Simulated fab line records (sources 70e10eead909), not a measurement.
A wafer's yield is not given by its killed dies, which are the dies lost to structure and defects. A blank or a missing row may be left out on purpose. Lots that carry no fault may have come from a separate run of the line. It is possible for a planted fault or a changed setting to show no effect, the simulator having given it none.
Which of the tools did it? ; flow nand harc ; Sampling: 11 lots, 33 wafers, 7 of 1302 route steps

WHAT EACH GAUGE READ, for each wafer
NHARC_P_GATE_CD_MEAS_46: target cd 720 nm. Usual: cd nm 720.1 nm, standard deviation 2.3.
lot;measured;on;cd nm (nm);flag
L987;day 5 23:56;cd sem-01;720.8 720.7 725.3;
L989;day 6 18:13;cd sem-03;717.5 719.9 722.7;
L990;day 7 01:37;cd sem-02;721.4 720.4 716.6;
L993;day 7 22:59;cd sem-02;721.9 719.0 720.7;
L102;day 12 02:38;cd sem-03;723.9 716.3 719.4;
L103;day 12 21:27;cd sem-03;720.3 718.5 719.0;
L104;day 12 22:25;cd sem-03;721.4 718.7 723.1;
L105;day 13 07:07;cd sem-01;720.1 720.5 719.0;
L106;day 13 14:55;cd sem-02;719.4 718.9 718.0;
L108;day 14 11:48;cd sem-01;719.8 719.7 718.3;
L110;day 15 03:20;cd sem-01;718.5 716.0 718.0;

NHARC_P_GATE_CD_MEAS_59: target cd 720 nm. Usual: cd nm 721.4 nm, standard deviation 2.2.
lot;measured;on;cd nm (nm);flag
L987;day 6 01:52;cd sem-01;721.0 722.7 719.0;
L989;day 6 19:58;cd sem-01;721.9 721.1 722.8;
L990;day 7 03:27;cd sem-02;724.9 721.3 726.2;
L993;day 8 00:44;cd sem-01;718.6 721.2 721.0;
L102;day 12 04:18;cd sem-03;- - -;OFF
L103;day 12 23:13;cd sem-03;- - -;OFF
L104;day 13 00:10;cd sem-03;720.3 721.0 718.0;
L105;day 13 08:47;cd sem-03;719.9 721.5 719.5;
L106;day 13 16:40;cd sem-03;721.5 720.9 720.8;
L108;day 14 13:33;cd sem-03;724.6 722.2 722.1;
L110;day 15 05:05;cd sem-01;719.6 718.9 721.2;

NHARC_P_GATE_INSPECT_68. Usual: raw defect count 189, standard deviation 63.
lot;measured;on;raw defect count;flag
L987;day 6 06:40;defect inspect-01;182 138 174;
L989;day 7 00:44;defect inspect-02;212 130 155;
L990;day 7 08:13;defect inspect-01;127 252 142;
L993;day 8 05:40;defect inspect-02;165 226 175;
L102;day 12 09:07;defect inspect-02;1256 1309 1271;OFF
L103;day 13 04:10;defect inspect-02;1175 1148 1224;OFF
L104;day 13 04:58;defect inspect-01;157 200 157;
L105;day 13 13:39;defect inspect-01;173 148 125;
L106;day 13 21:26;defect inspect-01;219 228 268;
L108;day 14 19:18;defect inspect-02;352 166 155;
L110;day 15 09:51;defect inspect-01;266 283 216;

NHARC_END_SORT_01. Usual: killed at array 61, standard deviation 24; killed at other 1.2, standard deviation 1.3; killed at periphery 3.7, standard deviation 2.6; killed dies 66, standard deviation 23; killed open 3.3, standard deviation 1.8; killed short 2.4, standard deviation 1.6.
lot;measured;on;killed at array;killed at other;killed at periphery;killed dies;killed open;killed short;flag
L102;day 30 13:35;prober-02;75 82 83;2 0 0;600 595 594;677 677 677;4 4 3;3 5 2;OFF
L103;day 32 06:49;prober-02;70 77 75;0 1 0;607 599 602;677 677 677;3 4 0;0 3 5;OFF
L104;day 32 17:28;prober-01;48 56;1 0;4 3;53 59;5 4;1 5;

WHICH TOOL RAN EACH LOT (tool, then ch and the chambers of the sampled wafers, then the start)
lot;NHARC_P_GATE_STRIP_111;NHARC_P_GATE_EXPOSE_56;NHARC_P_GATE_STRIP_112
L987;plasma asher-02 ch 0,1, day 6 00:38;krf scanner-02 ch 0, day 6 01:42;plasma asher-02 ch 0,1, day 6 02:26
L989;plasma asher-01 ch 0,1, day 6 18:44;krf scanner-02 ch 0, day 6 19:49;plasma asher-01 ch 0,1, day 6 20:30
L990;plasma asher-01 ch 0,1, day 7 02:13;krf scanner-04 ch 0, day 7 03:18;plasma asher-01 ch 0, day 7 04:01
L993;plasma asher-02 ch 0,1, day 7 23:31;krf scanner-01 ch 0, day 8 00:35;plasma asher-02 ch 0,1, day 8 01:19
L102;plasma asher-02 ch 0,1, day 12 03:10;krf scanner-04, day 12 04:08;plasma asher-01 ch 0,1, day 12 04:50
L103;plasma asher-02 ch 0,1, day 12 22:02;krf scanner-02, day 12 23:03;plasma asher-02 ch 0,1, day 12 23:56
L104;plasma asher-01 ch 0,1, day 12 22:56;krf scanner-04 ch 0, day 13 00:01;plasma asher-02 ch 0,1, day 13 00:42
L105;plasma asher-02 ch 0,1, day 13 07:46;krf scanner-04 ch 0, day 13 08:38;plasma asher-01 ch 0,1, day 13 09:28
L106;plasma asher-02 ch 0, day 13 15:29;krf scanner-01 ch 0, day 13 16:31;plasma asher-01 ch 0, day 13 17:11
L108;plasma asher-01 ch 0,1, day 14 12:29;krf scanner-02 ch 0, day 14 13:24;plasma asher-01 ch 0,1, day 14 14:22
L110;plasma asher-02 ch 0,1, day 15 03:52;krf scanner-04 ch 0, day 15 04:56;plasma asher-01 ch 0,1, day 15 05:38
- NHARC_P_GATE_STRIP_111: strips in N2/H2, time 250 s.
- NHARC_P_GATE_EXPOSE_56: exposes mask P PSD, target cd 720 nm.
- NHARC_P_GATE_STRIP_112: strips in N2/H2, time 200 s.

WHAT THE TOOLS THEMSELVES READ (means of the sampled wafers that have a number; where no wafer has one, the mark that the record gives instead)
NHARC_P_GATE_STRIP_111. Usual: drypump motor current A 5.1 A, standard deviation 0.46; heater power w 85 W, standard deviation 4.8; temp c 110.03 C, standard deviation 0.15.
lot;tool;drypump motor current A (A);heater power w (W);temp c (C);flag
L987;plasma asher-02;4.8;91;110.16;
L989;plasma asher-01;5.8;78;109.97;
L990;plasma asher-01;5.4;77;109.89;
L993;plasma asher-02;4.9;91;109.98;
L102;plasma asher-02;4.9;82;109.89;
L103;plasma asher-02;5.0;84;110.10;
L104;plasma asher-01;5.4;83;110.11;
L105;plasma asher-02;4.8;86;110.04;
L106;plasma asher-02;4.7;88;110.03;
L108;plasma asher-01;5.8;82;109.95;
L110;plasma asher-02;4.9;83;110.13;

NHARC_P_GATE_EXPOSE_56. Usual: exposure dose mJ cm2 14.812, standard deviation 0.015; focus offset nm 0.1 nm, standard deviation 0.53.
lot;tool;exposure dose mJ cm2;focus offset nm (nm);flag
L987;krf scanner-02;14.802;-0.4;
L989;krf scanner-02;14.812;0.1;
L990;krf scanner-04;14.815;0.0;
L993;krf scanner-01;14.805;0.6;
L102;krf scanner-04;-;-;OFF
L103;krf scanner-02;-;-;OFF
L104;krf scanner-04;14.818;-0.4;
L105;krf scanner-04;14.801;0.0;
L106;krf scanner-01;14.806;0.2;
L108;krf scanner-02;14.822;0.1;
L110;krf scanner-04;14.799;0.9;

NHARC_P_GATE_STRIP_112. Usual: drypump motor current A 5.4 A, standard deviation 0.55; heater power w 83 W, standard deviation 3.9; temp c 109.99 C, standard deviation 0.14.
lot;tool;drypump motor current A (A);heater power w (W);temp c (C);flag
L987;plasma asher-02;4.8;90;110.10;
L989;plasma asher-01;5.8;78;109.95;
L990;plasma asher-01;5.0;79;109.99;
L993;plasma asher-02;4.9;86;109.99;
L102;plasma asher-01;5.4;82;110.05;
L103;plasma asher-02;4.9;83;109.92;
L104;plasma asher-02;5.0;84;110.06;
L105;plasma asher-01;5.7;82;109.92;
L106;plasma asher-01;5.0;81;110.03;
L108;plasma asher-01;5.7;83;109.83;
L110;plasma asher-01;5.4;83;110.03;

THE ANSWER, worked out from the rows above alone
Rule: lot off if the mean of its wafers having a number is beyond 3 standard deviations from the usual mean. Also off: a lot with no number at a reading for which 4 or more lots have one. All remaining lots with rows at the step are treated as sound. The gauges are gone through in route order, then the tools' own readings, and for those a lot's mean is taken as printed above. At the first step where some lot is off, the reading lying furthest off is the one used; lots without a number count as furthest.
Off: L102, L103 (NHARC_P_GATE_CD_MEAS_59, cd nm). Without a number there: L102, L103.
A tool fits if, at a process step before that reading, it ran every lot that is off, and no sound lot after the first of them. Not tried: the gauges at NHARC_P_GATE_CD_MEAS_59; whatever is off there is also off at NHARC_P_GATE_INSPECT_68, on other tools, and gauge error can't account for it. Not one of the candidates tried fits.

WHAT THE SIMULATOR HAD INSERTED
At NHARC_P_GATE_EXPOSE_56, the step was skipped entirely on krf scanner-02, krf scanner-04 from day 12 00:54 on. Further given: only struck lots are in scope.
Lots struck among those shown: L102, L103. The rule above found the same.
